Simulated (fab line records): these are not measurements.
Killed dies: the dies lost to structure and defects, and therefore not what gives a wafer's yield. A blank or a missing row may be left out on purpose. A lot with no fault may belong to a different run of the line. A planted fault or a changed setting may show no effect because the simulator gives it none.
Which of the tools did it? || flow nand_harc || 36 wafers from 12 lots sampled at 4 of the route's 1159 steps

## WHAT THE GAUGES READ, wafer by wafer
NHARC_A_SGD_CUT_OVL_MEAS_10.
{"lot": "L824", "measured": "day 13 23:50", "on": "overlay-02", "overlay_x_nm (nm)": "0.4 0.6 0.6", "overlay_y_nm (nm)": "0.8 0.8 0.7"}
{"lot": "L827", "measured": "day 14 14:13", "on": "overlay-02", "overlay_x_nm (nm)": "0.0 0.0 0.1", "overlay_y_nm (nm)": "0.4 0.7 0.6"}
{"lot": "L830", "measured": "day 14 21:23", "on": "overlay-01", "overlay_x_nm (nm)": "-0.3 -0.4 -0.2", "overlay_y_nm (nm)": "-1.2 -0.9 -1.0"}
{"lot": "L832", "measured": "day 15 10:58", "on": "overlay-01", "overlay_x_nm (nm)": "-0.3 0.1 0.2", "overlay_y_nm (nm)": "-0.1 0.2 0.4"}
{"lot": "L837", "measured": "day 16 19:47", "on": "overlay-02", "overlay_x_nm (nm)": "0.1 0.4 -0.2", "overlay_y_nm (nm)": "0.7 0.3 0.3"}
{"lot": "L838", "measured": "day 17 05:30", "on": "overlay-02", "overlay_x_nm (nm)": "-0.4 -0.3 -0.3", "overlay_y_nm (nm)": "-1.0 -1.1 -0.7"}
{"lot": "L839", "measured": "day 17 07:01", "on": "overlay-01", "overlay_x_nm (nm)": "4.6 4.9 4.9", "overlay_y_nm (nm)": "-0.2 -0.7 -0.3"}
{"lot": "L841", "measured": "day 18 02:11", "on": "overlay-01", "overlay_x_nm (nm)": "4.4 4.8 4.3", "overlay_y_nm (nm)": "1.1 1.3 0.8"}
{"lot": "L840", "measured": "day 18 00:14", "on": "overlay-01", "overlay_x_nm (nm)": "-0.3 -0.7 -1.0", "overlay_y_nm (nm)": "-0.1 -0.1 0.1"}
{"lot": "L845", "measured": "day 18 12:13", "on": "overlay-02", "overlay_x_nm (nm)": "5.0 5.1 5.1", "overlay_y_nm (nm)": "-0.9 -0.7 0.0"}
{"lot": "L847", "measured": "day 19 06:40", "on": "overlay-02", "overlay_x_nm (nm)": "4.9 5.6 5.1", "overlay_y_nm (nm)": "0.3 0.2 1.0"}
{"lot": "L846", "measured": "day 19 16:50", "on": "overlay-02", "overlay_x_nm (nm)": "-1.3 -0.6 -0.5", "overlay_y_nm (nm)": "1.0 1.1 1.0"}

## WHAT TOOL EACH LOT RAN ON (gives the tool, then ch and the chambers of the sampled wafers, and finally the start)
{"lot": "L824", "NHARC_A_STAIRCASE_DEP_325": "pecvd-04 ch 1,2, day 13 08:25", "NHARC_A_SGD_CUT_DEP_00": "pecvd-03 ch 1,2, day 13 23:09", "NHARC_A_SGD_CUT_EXPOSE_06": "arfi_scanner-03 ch 0, day 13 23:36"}
{"lot": "L827", "NHARC_A_STAIRCASE_DEP_325": "pecvd-04 ch 0,2, day 13 21:10", "NHARC_A_SGD_CUT_DEP_00": "pecvd-03 ch 0,1,2, day 14 13:22", "NHARC_A_SGD_CUT_EXPOSE_06": "arfi_scanner-02 ch 0, day 14 13:59"}
{"lot": "L830", "NHARC_A_STAIRCASE_DEP_325": "pecvd-01 ch 1,2, day 14 07:38", "NHARC_A_SGD_CUT_DEP_00": "pecvd-02 ch 1,2, day 14 20:35", "NHARC_A_SGD_CUT_EXPOSE_06": "arfi_scanner-01 ch 0, day 14 21:09"}
{"lot": "L832", "NHARC_A_STAIRCASE_DEP_325": "pecvd-04 ch 0,2, day 14 21:05", "NHARC_A_SGD_CUT_DEP_00": "pecvd-03 ch 0,2, day 15 10:01", "NHARC_A_SGD_CUT_EXPOSE_06": "arfi_scanner-03 ch 0, day 15 10:44"}
{"lot": "L837", "NHARC_A_STAIRCASE_DEP_325": "pecvd-02 ch 0,1,2, day 16 05:52", "NHARC_A_SGD_CUT_DEP_00": "pecvd-01 ch 0,2, day 16 19:04", "NHARC_A_SGD_CUT_EXPOSE_06": "arfi_scanner-03 ch 0, day 16 19:32"}
{"lot": "L838", "NHARC_A_STAIRCASE_DEP_325": "pecvd-01 ch 1,2, day 16 16:05", "NHARC_A_SGD_CUT_DEP_00": "pecvd-01 ch 0,1, day 17 04:41", "NHARC_A_SGD_CUT_EXPOSE_06": "arfi_scanner-03 ch 0, day 17 05:16"}
{"lot": "L839", "NHARC_A_STAIRCASE_DEP_325": "pecvd-04 ch 0,1,2, day 16 16:16", "NHARC_A_SGD_CUT_DEP_00": "pecvd-02 ch 0,1,2, day 17 06:25", "NHARC_A_SGD_CUT_EXPOSE_06": "arfi_scanner-03 ch 0, day 17 06:49"}
{"lot": "L841", "NHARC_A_STAIRCASE_DEP_325": "pecvd-04 ch 0,1, day 17 08:12", "NHARC_A_SGD_CUT_DEP_00": "pecvd-01 ch 0,1, day 18 01:25", "NHARC_A_SGD_CUT_EXPOSE_06": "arfi_scanner-03 ch 0, day 18 01:58"}
{"lot": "L840", "NHARC_A_STAIRCASE_DEP_325": "pecvd-01 ch 0,1, day 17 08:46", "NHARC_A_SGD_CUT_DEP_00": "pecvd-03 ch 0,2, day 17 23:25", "NHARC_A_SGD_CUT_EXPOSE_06": "arfi_scanner-01 ch 0, day 18 00:00"}
{"lot": "L845", "NHARC_A_STAIRCASE_DEP_325": "pecvd-01 ch 0,2, day 17 21:58", "NHARC_A_SGD_CUT_DEP_00": "pecvd-03 ch 0,2, day 18 11:26", "NHARC_A_SGD_CUT_EXPOSE_06": "arfi_scanner-03 ch 0, day 18 11:59"}
{"lot": "L847", "NHARC_A_STAIRCASE_DEP_325": "pecvd-04 ch 0,1,2, day 18 15:10", "NHARC_A_SGD_CUT_DEP_00": "pecvd-03 ch 0,1,2, day 19 05:58", "NHARC_A_SGD_CUT_EXPOSE_06": "arfi_scanner-03 ch 0, day 19 06:26"}
{"lot": "L846", "NHARC_A_STAIRCASE_DEP_325": "pecvd-02 ch 0,1,2, day 19 01:17", "NHARC_A_SGD_CUT_DEP_00": "pecvd-03 ch 0,2, day 19 16:02", "NHARC_A_SGD_CUT_EXPOSE_06": "arfi_scanner-01 ch 0, day 19 16:37"}
- NHARC_A_STAIRCASE_DEP_325: deposits SiO2, target thk 3800 nm.
- NHARC_A_SGD_CUT_DEP_00: deposits SiNx, target thk 50 nm.
- NHARC_A_SGD_CUT_EXPOSE_06: exposes mask SGD.

## AS READ BY THE TOOLS THEMSELVES (means over the sampled wafers that have a number; for cases with no such wafer, the mark the record gives instead)
NHARC_A_STAIRCASE_DEP_325.
{"lot": "L824", "tool": "pecvd-04", "heater_power_w (W)": 729}
{"lot": "L827", "tool": "pecvd-04", "heater_power_w (W)": 683}
{"lot": "L830", "tool": "pecvd-01", "heater_power_w (W)": 552}
{"lot": "L832", "tool": "pecvd-04", "heater_power_w (W)": 707}
{"lot": "L837", "tool": "pecvd-02", "heater_power_w (W)": 686}
{"lot": "L838", "tool": "pecvd-01", "heater_power_w (W)": 588}
{"lot": "L839", "tool": "pecvd-04", "heater_power_w (W)": 663}
{"lot": "L841", "tool": "pecvd-04", "heater_power_w (W)": 751}
{"lot": "L840", "tool": "pecvd-01", "heater_power_w (W)": 581}
{"lot": "L845", "tool": "pecvd-01", "heater_power_w (W)": 565}
{"lot": "L847", "tool": "pecvd-04", "heater_power_w (W)": 697}
{"lot": "L846", "tool": "pecvd-02", "heater_power_w (W)": 614}

NHARC_A_SGD_CUT_DEP_00.
{"lot": "L824", "tool": "pecvd-03", "heater_power_w (W)": 734}
{"lot": "L827", "tool": "pecvd-03", "heater_power_w (W)": 688}
{"lot": "L830", "tool": "pecvd-02", "heater_power_w (W)": 731}
{"lot": "L832", "tool": "pecvd-03", "heater_power_w (W)": 696}
{"lot": "L837", "tool": "pecvd-01", "heater_power_w (W)": 596}
{"lot": "L838", "tool": "pecvd-01", "heater_power_w (W)": 702}
{"lot": "L839", "tool": "pecvd-02", "heater_power_w (W)": 698}
{"lot": "L841", "tool": "pecvd-01", "heater_power_w (W)": 682}
{"lot": "L840", "tool": "pecvd-03", "heater_power_w (W)": 655}
{"lot": "L845", "tool": "pecvd-03", "heater_power_w (W)": 742}
{"lot": "L847", "tool": "pecvd-03", "heater_power_w (W)": 731}
{"lot": "L846", "tool": "pecvd-03", "heater_power_w (W)": 753}

NHARC_A_SGD_CUT_EXPOSE_06.
{"lot": "L824", "tool": "arfi_scanner-03", "focus_offset_nm (nm)": 0.3}
{"lot": "L827", "tool": "arfi_scanner-02", "focus_offset_nm (nm)": 0.7}
{"lot": "L830", "tool": "arfi_scanner-01", "focus_offset_nm (nm)": 0.2}
{"lot": "L832", "tool": "arfi_scanner-03", "focus_offset_nm (nm)": -0.1}
{"lot": "L837", "tool": "arfi_scanner-03", "focus_offset_nm (nm)": -0.3}
{"lot": "L838", "tool": "arfi_scanner-03", "focus_offset_nm (nm)": 0.6}
{"lot": "L839", "tool": "arfi_scanner-03", "focus_offset_nm (nm)": 0.2}
{"lot": "L841", "tool": "arfi_scanner-03", "focus_offset_nm (nm)": -0.4}
{"lot": "L840", "tool": "arfi_scanner-01", "focus_offset_nm (nm)": 0.2}
{"lot": "L845", "tool": "arfi_scanner-03", "focus_offset_nm (nm)": 0.0}
{"lot": "L847", "tool": "arfi_scanner-03", "focus_offset_nm (nm)": 0.1}
{"lot": "L846", "tool": "arfi_scanner-01", "focus_offset_nm (nm)": -0.4}

## THE ANSWER, worked out from the rows above alone
Rule: usual is defined by the lots themselves. The widest of any qualifying gaps counts: lots, ordered by their means at a reading, are off when they make up no more than a third of the lots, leave a main group of 4 or more, and stand apart from it by 3 or more times the standard deviation of that group's means. Not used: any main group whose means are identical at the precision the tables above print for the reading. Also off: a lot with no number at a reading for which 4 or more lots have one. Any other lot the step has rows for is counted as sound. First the gauges in route order, then the tools' own readings, where a lot's mean is used as printed above. The first step at which some lot is off is used, and at that step the reading that is off furthest; a lot without a number counts as furthest.
Off, at NHARC_A_SGD_CUT_OVL_MEAS_10 on overlay_x_nm: L839, L841, L845, L847. Main group: mean -0.2 nm, sd 0.41.
If a tool, at a process step before that reading, ran all the lots that are off and no sound lot after the first of them, it fits. Those tools and the gauges at NHARC_A_SGD_CUT_OVL_MEAS_10 are tried in the same way. One fits: NHARC_A_SGD_CUT_EXPOSE_06 on arfi_scanner-03. A fault onset in the window from L838 (day 17 05:16, its last sound lot) to L839 (day 17 06:49, its first lot off) fits.

## WHAT THE SIMULATOR HAD INSERTED
Scanner matching overlay: arfi_scanner-03, from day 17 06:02 on, at NHARC_A_SGD_CUT_EXPOSE_06. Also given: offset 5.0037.
Shown lots that were struck: L839, L841, L845, L847. The rule given above showed the same thing.
